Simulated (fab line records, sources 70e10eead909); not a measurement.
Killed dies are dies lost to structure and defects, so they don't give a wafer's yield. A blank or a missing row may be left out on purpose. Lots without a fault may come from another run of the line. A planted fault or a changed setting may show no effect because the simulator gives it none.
fab line records | flow nand_harc
record lots=10 wafers=30 last_day=33
route steps=1302 shown A_CONTACT@1085 A_BLC@1115 END@1302
lots that met no fault: from a run of the same line without faults
start_h: hours from the record's first day to the start of the lot's first wafer shown | wait_h: hours since the lot's step before | " the same as in the row above | L1.1+2: a row that stands for several wafers | - no value, or no start given | * or withheld: withheld | < > ~ a bound
route shown NAME@n: a module of which the file shows steps, and the number in the route of the first | usual: mean/standard deviation of fault-free wafers | same: alike in all rows | chamber/n: place in a boat | sites: the reading at each site | _std_site: their standard deviation | _edge_site: outer sites' mean less inner sites' | radius_mm: how far each site lies from the wafer's centre | mask NAME#n: copy n | behind: the tool/chamber that last shaped the wafer | hold: why the lot was held/for how many hours/how that ended | device: the transistor (n, p or np) that didn't switch | end of line: the same wafers' tests at the end of the route | a step without rows: its recipe alone | killed: dies lost to structure and defects at the first sort, not the wafer's yield | map: a wafer's dies, x killed, . not, _ none there
set.NAME: the setting as run; set.NAME@STEP: as run at that earlier step | model.NAME: the simulator's own value behind a step, which no gauge read
steps of the route over a sample of lots; a table a step, a row a wafer
services: from which hour (start_h, from the record's first day; less than 0 if before it) a tool's chamber was out of use, for how many hours, and why
## steps
# step NHARC_A_CONTACT_ETCH_31
# recipe target_depth_a=28000 over_etch_frac=0.3 time_s=728 ion_energy_ev=150 o2_flow_sccm=400 cos_flow_sccm=20 ar_flow_sccm=0 rf_w=500 bias_w=300 chemistry=O2/COS
# usual drypump_motor_current_A=5.9/0.36 oes_product_au=0.998/0.0071 rf_vpp_V=314.0/2.5 showerhead_plenum_p_Torr=3.12/0.16 throttle_valve_pct=28.330/0.0094
# columns lot.wafer tool chamber start_h wait_h drypump_motor_current_A oes_product_au rf_hours_counter_h rf_vpp_V showerhead_plenum_p_Torr throttle_valve_pct
L610.1 rie_diel-07 1 - - 5.7 1.000 10 311.8 3.02 28.336
L610.3 " 2 " " 5.4 1.005 10 311.6 2.96 28.333
L610.6 " 0 " " 5.4 0.994 - 318.1 3.37 28.322
L621.4 rie_diel-09 3 - - 5.7 0.998 20 310.5 2.89 28.313
L621.1 " 1 " " 5.6 0.994 20 315.4 3.27 28.336
L621.5 " 3 " " 5.7 0.998 - 313.2 2.89 28.330
L622.3 rie_diel-04 0 - - 5.6 0.986 26 319.0 3.36 28.316
L622.2 " 1 " " 5.7 0.998 26 317.9 3.33 28.330
L622.4 " 2 " " 5.7 0.991 28 313.1 3.09 28.320
L625.4 rie_diel-09 2 - - 6.3 1.008 30 313.9 3.15 28.327
L625.6 " 0 " " 6.4 0.994 - 313.1 2.95 28.355
L625.5 " 1 " " 5.6 0.994 - 315.3 3.26 28.322
L626.1 rie_diel-04 0 - - 5.6 0.991 39 316.8 3.35 28.334
L626.4 " 1 " " 5.7 0.994 40 315.0 3.32 28.321
L626.6 " 2 " " 5.7 0.984 - 313.4 3.09 28.346
L628.3 rie_diel-09 1 - - 5.6 0.992 3 316.3 3.26 28.327
L628.4 " 2 " " 6.3 1.002 4 313.9 3.15 28.330
L628.5 " 1 " " 5.6 0.994 - 314.7 3.26 28.319
L631.3 rie_diel-09 3 - - 5.7 0.983 9 318.7 3.37 28.322
L631.6 " 3 " " 5.7 0.998 - 318.2 3.37 28.330
L631.5 " 0 " " 6.4 0.990 - 310.7 2.95 28.317
L630.3 rie_diel-04 1 - - 5.7 0.998 7 316.1 3.31 28.359
L630.2 " 0 " " 5.6 0.995 7 316.2 3.34 28.334
L630.5 " 2 " " 5.7 0.998 - 312.4 3.08 28.328
L633.3 rie_diel-07 0 - - 5.5 1.001 31 316.2 3.33 28.334
L633.6 " 0 " " 5.5 1.006 - 316.9 3.33 28.333
L633.5 " 1 " " 5.7 1.000 - 310.6 2.98 28.334
L632.2 rie_diel-09 0 - - 6.4 0.982 12 311.4 2.95 28.331
L632.3 " 2 " " 6.3 1.002 15 315.0 3.14 28.314
L632.6 " 1 " " 5.6 0.998 - 314.9 3.25 28.329
# step NHARC_A_CONTACT_ETCH_110
# recipe target_depth_a=600 overetch_a=60 time_s=33 ion_energy_ev=100 cf4_flow_sccm=80 o2_flow_sccm=20 ar_flow_sccm=0 rf_w=300 bias_w=100 chemistry=CF4/O2
# usual drypump_motor_current_A=5.8/0.34 oes_f_703_au=1.000/0.0045 oes_o_777_au=1.000/0.0049 oes_product_au=0.998/0.0071 rf_vpp_V=197.6/1.6 showerhead_plenum_p_Torr=1.33/0.069 throttle_valve_pct=13.399/0.0084
# columns lot.wafer tool chamber start_h wait_h drypump_motor_current_A oes_f_703_au oes_o_777_au oes_product_au rf_hours_counter_h rf_vpp_V showerhead_plenum_p_Torr throttle_valve_pct
L610.3 rie_diel-04 0 516.05 0.1 5.6 0.996 1.008 1.007 50 195.6 1.23 13.390
L610.1 " 3 " " 6.3 1.005 1.003 1.015 57 197.3 1.31 13.399
L610.6 " 1 " " 5.7 0.989 0.999 1.010 - 199.6 1.43 13.385
L621.1 rie_diel-07 3 608.36 0.0 5.5 0.992 1.002 1.002 41 197.5 1.32 13.395
L621.4 " 1 " " 5.7 0.996 0.989 0.983 42 198.3 1.28 13.410
L621.5 " 3 " " 5.4 1.004 1.000 0.992 - 196.0 1.32 13.397
L622.2 rie_diel-04 2 634.37 0.1 5.6 1.006 1.005 1.000 29 197.7 1.32 13.388
L622.4 " 3 " " 6.3 1.001 1.001 0.991 28 198.5 1.30 13.396
L622.3 " 1 " " 5.7 1.010 1.006 1.001 27 199.6 1.43 13.397
L625.4 rie_diel-09 0 672.82 0.0 6.4 1.003 1.003 0.999 27 196.4 1.26 13.406
L625.5 " 0 " " 6.4 1.001 1.005 0.989 - 196.9 1.26 13.403
L625.6 " 1 " " 5.6 0.998 0.997 1.006 - 201.0 1.40 13.402
L626.4 rie_diel-07 2 675.04 0.1 5.4 0.995 0.999 0.992 7 196.2 1.25 13.392
L626.1 " 0 " " 5.5 0.993 0.995 0.998 9 200.2 1.43 13.386
L626.6 " 2 " " 5.4 1.004 1.006 1.010 - 197.7 1.25 13.399
L628.3 rie_diel-09 2 701.02 0.1 6.3 1.002 1.009 1.008 4 197.5 1.35 13.406
L628.4 " 3 " " 5.7 1.012 1.005 0.998 4 200.1 1.44 13.390
L628.5 " 2 " " 6.3 1.000 0.994 1.003 - 199.1 1.35 13.389
L631.3 rie_diel-07 2 732.05 0.1 5.4 0.998 1.001 1.008 20 196.6 1.25 13.406
L631.6 " 0 " " 5.4 1.002 1.005 1.000 - 200.2 1.43 13.377
L631.5 " 1 " " 5.7 0.994 0.991 0.987 - 196.4 1.28 13.398
L630.3 rie_diel-04 2 733.52 0.1 5.7 1.003 0.997 0.993 5 198.6 1.32 13.393
L630.2 " 0 " " 5.6 0.994 1.006 0.996 8 198.5 1.43 13.400
L630.5 " 1 " " 5.7 1.005 1.004 0.999 - 196.9 1.42 13.405
L633.3 rie_diel-07 1 752.88 0.1 5.7 1.005 1.005 0.999 33 197.2 1.27 13.396
L633.6 " 2 " " 5.4 1.003 0.999 1.004 - 195.9 1.25 13.416
L633.5 " 3 " " 5.5 1.010 0.999 0.994 - 196.0 1.31 13.407
L632.2 rie_diel-07 2 753.58 0.1 5.4 0.999 0.999 1.008 27 194.7 1.25 13.402
L632.3 " 0 " " 5.4 0.996 0.995 0.992 32 199.6 1.42 13.399
L632.6 " 2 " " 5.4 0.997 1.004 1.011 - 196.4 1.25 13.401
# step NHARC_A_BLC_PEB_08
# recipe peb_temp_c=100 peb_time_s=65
# usual heater_power_total_W=156.6/0.41 plate_temp_C=100.00/0.13
# columns lot.wafer tool chamber start_h wait_h heater_power_total_W plate_temp_C
L610.1 litho_track-04 0 519.43 0.1 157.2 100.07
L610.3 " 0 " " 156.5 100.08
L610.6 " 0 " " 156.1 100.14
L621.1 litho_track-04 0 610.80 0.1 131.3 87.96
L621.4 " 0 " " 130.6 87.91
L621.5 " 0 " " 131.3 88.05
L622.2 litho_track-04 0 637.20 0.1 130.4 87.90
L622.3 " 0 " " 130.4 88.01
L622.4 " 0 " " 130.7 87.88
L625.4 litho_track-06 0 675.42 0.0 157.2 100.29
L625.5 " 0 " " 157.1 100.16
L625.6 " 0 " " 156.5 100.17
L626.1 litho_track-06 0 677.62 0.1 156.7 99.86
L626.4 " 0 " " 157.2 100.02
L626.6 " 0 " " 156.2 100.03
L628.3 litho_track-01 0 703.64 0.0 156.9 99.78
L628.4 " 0 " " 156.2 99.98
L628.5 " 0 " " 156.4 99.77
L631.3 litho_track-01 0 734.69 0.0 157.0 99.91
L631.5 " 0 " " 156.1 100.02
L631.6 " 0 " " 156.3 100.02
L630.2 litho_track-04 0 736.24 0.1 157.0 99.95
L630.3 " 0 " " 157.2 100.05
L630.5 " 0 " " 157.1 99.83
L633.3 litho_track-06 0 755.45 0.0 156.7 100.21
L633.5 " 0 " " 156.3 100.12
L633.6 " 0 " " 156.3 100.16
L632.2 litho_track-04 0 756.21 0.1 156.4 99.96
L632.3 " 0 " " 156.0 100.01
L632.6 " 0 " " 157.2 99.94
# step NHARC_A_BLC_CD_MEAS_10
# recipe target_cd_nm=100 landing_energy_ev=500
# usual cd_nm=100.0/0.53
# columns lot.wafer tool chamber start_h wait_h cd_nm
L610.1 cd_sem-01 0 519.51 - 99.9
L610.3 " 0 " " 100.3
L610.6 " 0 " " 99.9
L621.1 cd_sem-03 0 610.88 - 39.2
L621.4 " 0 " " 38.9
L621.5 " 0 " " 39.8
L622.2 cd_sem-03 0 637.28 - 39.6
L622.3 " 0 " " 40.4
L622.4 " 0 " " 40.1
L625.4 cd_sem-03 0 675.51 - 101.0
L625.5 " 0 " " 100.6
L625.6 " 0 " " 100.8
L626.1 cd_sem-02 0 677.70 - 100.0
L626.4 " 0 " " 99.8
L626.6 " 0 " " 100.1
L628.3 cd_sem-01 0 703.72 - 100.5
L628.4 " 0 " " 101.3
L628.5 " 0 " " 100.1
L631.3 cd_sem-03 0 734.77 - 100.0
L631.5 " 0 " " 99.7
L631.6 " 0 " " 99.3
L630.2 cd_sem-03 0 736.32 - 99.8
L630.3 " 0 " " 99.9
L630.5 " 0 " " 99.9
L633.3 cd_sem-02 0 755.53 - 100.0
L633.5 " 0 " " 100.1
L633.6 " 0 " " 99.9
L632.2 cd_sem-01 0 756.29 - 99.9
L632.3 " 0 " " 100.0
L632.6 " 0 " " 100.5
# step NHARC_A_BLC_CD_MEAS_19
# usual cd_nm=100.6/1.5
# columns lot.wafer tool chamber start_h wait_h cd_nm
L610.1 cd_sem-03 - 520.66 - 99.4
L610.3 " - " " 100.4
L610.6 " - " " 100.5
L621.1 cd_sem-03 - 612.04 - 40.9
L621.4 " - " " 41.5
L621.5 " - " " 42.5
L622.2 cd_sem-03 - 638.44 - 41.7
L622.3 " - " " 41.8
L622.4 " - " " 40.0
L625.4 cd_sem-02 - 677.11 - 104.3
L625.5 " - " " 101.6
L625.6 " - " " 104.5
L626.1 cd_sem-01 - 678.85 - 98.9
L626.4 " - " " 100.0
L626.6 " - " " 101.0
L628.3 cd_sem-01 - 704.87 - 103.9
L628.4 " - " " 101.0
L628.5 " - " " 103.6
L631.3 cd_sem-02 - 735.93 - 97.8
L631.5 " - " " 101.4
L631.6 " - " " 101.1
L630.2 cd_sem-03 - 737.48 - 100.4
L630.3 " - " " 99.1
L630.5 " - " " 99.1
L633.3 cd_sem-01 - 756.68 - 100.0
L633.5 " - " " 97.8
L633.6 " - " " 101.9
L632.2 cd_sem-01 - 757.53 - 101.2
L632.3 " - " " 101.0
L632.6 " - " " 101.5
# step NHARC_A_BLC_STRIP_21
# recipe o2_flow_sccm=500 ar_flow_sccm=0 bias_w=0 chemistry=O2
# usual drypump_motor_current_A=5.6/0.37 oes_product_au=0.999/0.008 rf_vpp_V=57.6/0.92 showerhead_plenum_p_Torr=3.46/0.17 throttle_valve_pct=17.036/0.0088
# columns lot.wafer tool chamber start_h wait_h drypump_motor_current_A oes_product_au rf_hours_counter_h rf_vpp_V showerhead_plenum_p_Torr throttle_valve_pct
L610.1 rie_diel-10 3 520.84 0.1 5.6 1.002 6 58.0 3.39 17.035
L610.3 " 2 " " 5.1 0.991 6 57.9 3.63 17.046
L610.6 " 0 " " 5.5 0.999 - 57.9 3.74 17.032
L621.1 rie_diel-08 2 612.22 0.1 6.1 0.991 4 57.3 3.33 17.032
L621.4 " 1 " " 5.8 0.999 3 58.1 3.72 17.035
L621.5 " 3 " " 5.3 0.994 - 58.6 3.34 17.037
L622.2 rie_diel-10 1 638.64 0.1 5.4 1.005 4 58.6 3.31 17.017
L622.3 " 2 " " 5.1 0.998 3 57.9 3.63 17.033
L622.4 " 1 " " 5.4 1.002 - 56.4 3.31 17.038
L625.4 rie_diel-10 1 677.31 0.1 5.4 0.991 7 56.5 3.30 17.050
L625.6 " 2 " " 5.1 0.988 - 58.3 3.63 17.020
L625.5 " 3 " " 5.6 0.988 - 56.0 3.38 17.033
L626.1 rie_diel-12 2 679.04 0.1 6.1 0.975 13 56.8 3.32 17.026
L626.4 " 3 " " 5.7 0.987 13 55.7 3.37 17.032
L626.6 " 2 " " 6.1 0.986 - 57.6 3.32 17.050
L628.3 rie_diel-10 0 705.08 0.1 5.5 1.015 9 58.8 3.73 17.041
L628.4 " 1 " " 5.3 0.996 10 56.4 3.30 17.020
L628.5 " 3 " " 5.6 1.004 - 56.7 3.38 17.029
L631.3 rie_diel-10 0 736.10 0.1 5.5 1.007 11 58.9 3.73 17.045
L631.6 " 0 " " 5.5 1.006 - 58.4 3.73 17.036
L631.5 " 1 " " 5.3 0.998 - 58.0 3.30 17.042
L630.3 rie_diel-10 1 737.67 0.1 5.4 0.994 11 55.9 3.30 17.056
L630.2 " 3 " " 5.6 0.999 11 57.2 3.38 17.045
L630.5 " 1 " " 5.4 0.998 - 56.5 3.30 17.051
L633.3 rie_diel-08 0 756.88 0.1 5.9 0.986 2 57.4 3.42 17.041
L633.6 " 1 " " 5.8 1.012 - 59.4 3.71 17.034
L633.5 " 2 " " 6.1 1.002 - 57.9 3.33 17.038
L632.2 rie_diel-12 0 757.73 0.1 6.6 1.011 36 57.1 3.30 17.045
L632.3 " 2 " " 6.1 0.986 39 58.4 3.30 17.035
L632.6 " 0 " " 6.6 1.006 - 57.7 3.30 17.022
# step NHARC_END_SORT_01
# recipe temp_c=25
# usual killed_at_array=52/20 killed_at_other=1.0/1.3 killed_at_periphery=3.7/2.2 killed_dies=57/20 killed_open=3.2/1.6 killed_short=2.4/1.6
# same gross_dies=677
# columns lot.wafer tool chamber start_h wait_h killed_at_array killed_at_other killed_at_periphery killed_dies killed_open killed_short
L621.1 prober-02 0 656.22 2.5 672 2 3 677 3 5
L621.4 prober-02 0 658.64 3.4 668 5 4 677 4 1
L621.5 prober-02 0 659.44 3.7 669 4 4 677 2 7
L622.2 prober-02 0 682.10 2.8 671 1 5 677 4 4
L622.3 prober-02 0 682.90 3.1 675 0 2 677 11 1
L622.4 prober-02 0 683.69 3.4 673 1 3 677 6 1
L628.3 prober-02 0 748.90 3.0 59 1 2 62 4 2
L628.4 prober-02 0 749.69 3.3 53 1 3 57 2 0
L628.5 prober-02 0 750.48 3.6 64 2 5 71 5 0
# killed by level:class
L621.1 A_BLC:area_peb=629 A_CONTACT:chamber_film_flake=12 A_STAIRCASE:chamber_film_flake=7 A_BONDPAD:chamber_film_flake=7 A_CHANNEL_HOLE_D1:chamber_film_flake=6 A_BLC:chamber_film_flake=3 A_CHANNEL_HOLE_D2:geometric_particle:short=2 THIN_TSV:chamber_film_flake=2
L621.4 A_BLC:area_peb=640 A_CHANNEL_HOLE_D1:chamber_film_flake=7 A_BONDPAD:chamber_film_flake=5 THIN_TSV:chamber_film_flake=5 P_M2:chamber_film_flake=4 A_STAIRCASE:chamber_film_flake=4 A_CONTACT:chamber_film_flake=3 A_BLC:chamber_film_flake=3
L621.5 A_BLC:area_peb=640 A_CONTACT:chamber_film_flake=6 A_BONDPAD:chamber_film_flake=6 A_STAIRCASE:chamber_film_flake=5 THIN_TSV:chamber_film_flake=4 A_WL_FILL:geometric_particle:short=3 A_CHANNEL_HOLE_D1:chamber_film_flake=3 A_CHANNEL_FILL_D1:geometric_particle:short=2
L622.2 A_BLC:area_peb=637 A_CHANNEL_HOLE_D1:chamber_film_flake=8 A_CONTACT:chamber_film_flake=7 A_STAIRCASE:chamber_film_flake=6 A_BLC:geometric_particle:short=2 P_GATE:chamber_film_flake=2 A_SLIT:chamber_film_flake=2 A_ONON_D1:geometric_particle:open=1
L622.3 A_BLC:area_peb=644 A_STAIRCASE:chamber_film_flake=8 A_CONTACT:chamber_film_flake=4 A_CHANNEL_HOLE_D1:chamber_film_flake=3 A_SLIT:chamber_film_flake=3 A_ONON_D1:geometric_particle:open=2 A_BLC:geometric_particle:open=2 A_M0:geometric_particle:open=2
L622.4 A_BLC:area_peb=642 A_STAIRCASE:chamber_film_flake=8 A_CHANNEL_HOLE_D1:chamber_film_flake=6 A_CONTACT:chamber_film_flake=5 A_BLC:geometric_particle:open=2 P_STI:chamber_film_flake=2 A_SLIT:chamber_film_flake=2 A_SLIT:geometric_particle:open=1
L628.3 A_CHANNEL_HOLE_D2:chamber_film_flake=29 A_CHANNEL_HOLE_D1:chamber_film_flake=6 A_SLIT:chamber_film_flake=6 A_CONTACT:chamber_film_flake=5 A_CHANNEL_FILL_D1:chamber_film_flake=4 A_ZERO_WELL:chamber_film_flake=2 A_M1:chamber_film_flake=2 P_STI:geometric_particle:open=1
L628.4 A_CHANNEL_HOLE_D2:chamber_film_flake=21 A_CHANNEL_HOLE_D1:chamber_film_flake=10 A_SLIT:chamber_film_flake=4 A_CONTACT:chamber_film_flake=4 A_STAIRCASE:chamber_film_flake=3 A_M1:chamber_film_flake=3 P_ZERO_WELL:chamber_film_flake=2 A_ZERO_WELL:chamber_film_flake=2
L628.5 A_CHANNEL_HOLE_D2:chamber_film_flake=27 A_CHANNEL_HOLE_D1:chamber_film_flake=8 A_CONTACT:chamber_film_flake=8 A_SLIT:chamber_film_flake=6 A_ZERO_WELL:chamber_film_flake=4 P_GATE:chamber_film_flake=3 A_CHANNEL_FILL_D1:chamber_film_flake=2 A_DECK1_JOINT:chamber_film_flake=2
## services
# columns tool chamber start_h hours kind
rie_diel-09 - 497.44 9.0 pm
litho_track-01 - 505.00 7.0 pm
rie_diel-12 0 513.71 4.4 repair
rie_diel-07 2 523.08 4.5 repair
rie_diel-08 - 528.04 0.5 repair
litho_track-06 - 529.00 7.0 pm
rie_diel-04 - 532.15 9.0 pm
litho_track-04 - 553.00 7.0 pm
rie_diel-04 1 558.39 3.9 repair
rie_diel-10 - 596.57 9.0 pm
rie_diel-07 2 603.01 4.5 repair
rie_diel-07 2 625.11 9.1 repair
rie_diel-09 - 626.52 6.0 repair
rie_diel-10 3 638.22 4.4 repair
rie_diel-09 2 648.15 3.2 repair
rie_diel-07 - 651.12 9.0 pm
rie_diel-10 - 692.57 0.8 repair
litho_track-06 - 704.00 7.0 pm
rie_diel-10 3 708.34 6.6 repair
rie_diel-04 - 709.15 9.0 pm
rie_diel-07 2 709.44 22.5 repair
rie_diel-07 - 717.48 1.9 repair
litho_track-04 - 728.00 7.0 pm
rie_diel-04 3 732.54 9.0 repair
## key
first_sign step=NHARC_A_BLC_PEB_08 reading=plate_temp_C direction=down sigmas=91 usual=* struck=*
effect step=NHARC_A_BLC_PEB_08 reading=heater_power_total_W direction=down sigmas=63 usual=* struck=*
effect step=NHARC_A_BLC_CD_MEAS_10 reading=cd_nm direction=down sigmas=99+ usual=100.0 struck=39.7
effect step=NHARC_A_BLC_CD_MEAS_19 reading=cd_nm direction=down sigmas=40 usual=100.6 struck=41.4
effect step=NHARC_END_SORT_01 reading=killed_at_array direction=up sigmas=31 usual=52 struck=671
more_kills_born_at NHARC_A_BLC_PEB_08@litho_track-04=3832
met_at NHARC_A_BLC_PEB_08
struck_lots L621,L622
later_rows_left_out L621.1,L621.4,L621.5,L622.2,L622.3,L622.4
tester_left_out L621,L622
not_acting_at NHARC_A_CONTACT_ETCH_31,NHARC_A_CONTACT_ETCH_110,NHARC_A_BLC_STRIP_21
onset_between 519.43 610.80
fault kind=process_parameter_drift tool=litho_track-04 chamber=- onset_h=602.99 steps=NHARC_A_BLC_PEB_08 channel=peb_temp_c offset=* shape=step end_h=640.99 acts_in=* stated=*
# tester_left_out: of these lots the tester's yield and bins aren't shown, on N5 and GAA mostly nor the transistor test; their killed dies are dies lost to structure and defects alone, not to doping, threshold or leakage, so they don't give the yield
# later_rows_left_out: the simulator's readings of these wafers behind a module that went badly wrong aren't trusted and aren't shown, but for the sort
